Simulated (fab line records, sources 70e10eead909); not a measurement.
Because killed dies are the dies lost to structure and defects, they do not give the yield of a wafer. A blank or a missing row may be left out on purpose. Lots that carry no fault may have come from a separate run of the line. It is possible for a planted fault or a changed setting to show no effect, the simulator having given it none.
Matching of chambers + flow nand harc + 3 sister chambers for NHARC_P_M0_DEP_32 on pecvd-03
The step deposits SiCN, target thk 30 nm. 14 wafers are shown with their chamber, then 7 later ones without.

== WAFERS, EACH WITH ITS CHAMBER ==
| wafer  | chamber | heater power w (W) | heater power outer w (W) | showerhead vpp V (V) |
|--------|---------|--------------------|--------------------------|----------------------|
| L074.1 | 1       | 452                | 253                      | 1308                 |
| L074.2 | 2       | 660                | 340                      | 1308                 |
| L074.5 | 0       | 682                | 370                      | 1287                 |
| L075.2 | 0       | 598                | 323                      | 1298                 |
| L075.3 | 1       | 462                | 254                      | 1285                 |
| L075.5 | 2       | 657                | 359                      | 1262                 |
| L085.1 | 0       | 699                | 387                      | 1336                 |
| L085.3 | 1       | 460                | 266                      | 1310                 |
| L085.6 | 1       | 460                | 269                      | 1322                 |
| L091.2 | 0       | 571                | 306                      | 1298                 |
| L091.4 | 1       | 472                | 282                      | 1312                 |
| L091.5 | 2       | 548                | 273                      | 1280                 |
| L092.1 | 1       | 437                | 251                      | 1297                 |
| L092.5 | 2       | 668                | 351                      | 1288                 |

SIGNATURES, as means of the wafers listed above
| reading              | chamber 0 | chamber 1 | chamber 2 | scatter within a chamber |
|----------------------|-----------|-----------|-----------|--------------------------|
| heater power w       | 637.50    | 457.17    | 633.25    | 44.9                     |
| heater power outer w | 346.50    | 262.50    | 330.75    | 29.8                     |
| showerhead vpp V     | 1304.75   | 1305.67   | 1284.50   | 17.3                     |
Rule: a wafer's distance from a chamber is the root of the sum, over the readings, of the square of ((its reading less the chamber's mean) divided by the reading's scatter). The wafer belongs to the nearest chamber; if the next one is less than 2 further off, it can't be placed. The scatter: the root of (the sum of the squares of (reading less its chamber's mean) over the shown wafers, divided by (wafers less chambers)).

== WAFERS WITHOUT THEIR CHAMBER ==
| wafer  | heater power w (W) | heater power outer w (W) | showerhead vpp V (V) |
|--------|--------------------|--------------------------|----------------------|
| L092.6 | 445                | 256                      | 1299                 |
| L093.1 | 614                | 310                      | 1283                 |
| L093.2 | 689                | 368                      | 1296                 |
| L093.5 | 647                | 370                      | 1315                 |
| L094.1 | 628                | 310                      | 1284                 |
| L094.2 | 446                | 254                      | 1311                 |
| L094.5 | 631                | 314                      | 1290                 |

== THE CHAMBER EACH PASSED THROUGH ==
| wafer  | from the rows above     | in truth |
|--------|-------------------------|----------|
| L092.6 | 1                       | 1        |
| L093.1 | can't be placed: 2 or 0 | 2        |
| L093.2 | can't be placed: 0 or 2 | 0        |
| L093.5 | can't be placed: 0 or 2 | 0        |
| L094.1 | can't be placed: 2 or 0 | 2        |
| L094.2 | 1                       | 1        |
| L094.5 | can't be placed: 2 or 0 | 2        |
Correct placement for 2 of the 7. These rows do not allow placing 5 (true chamber among the candidates in 5). Number placed wrongly: 0.
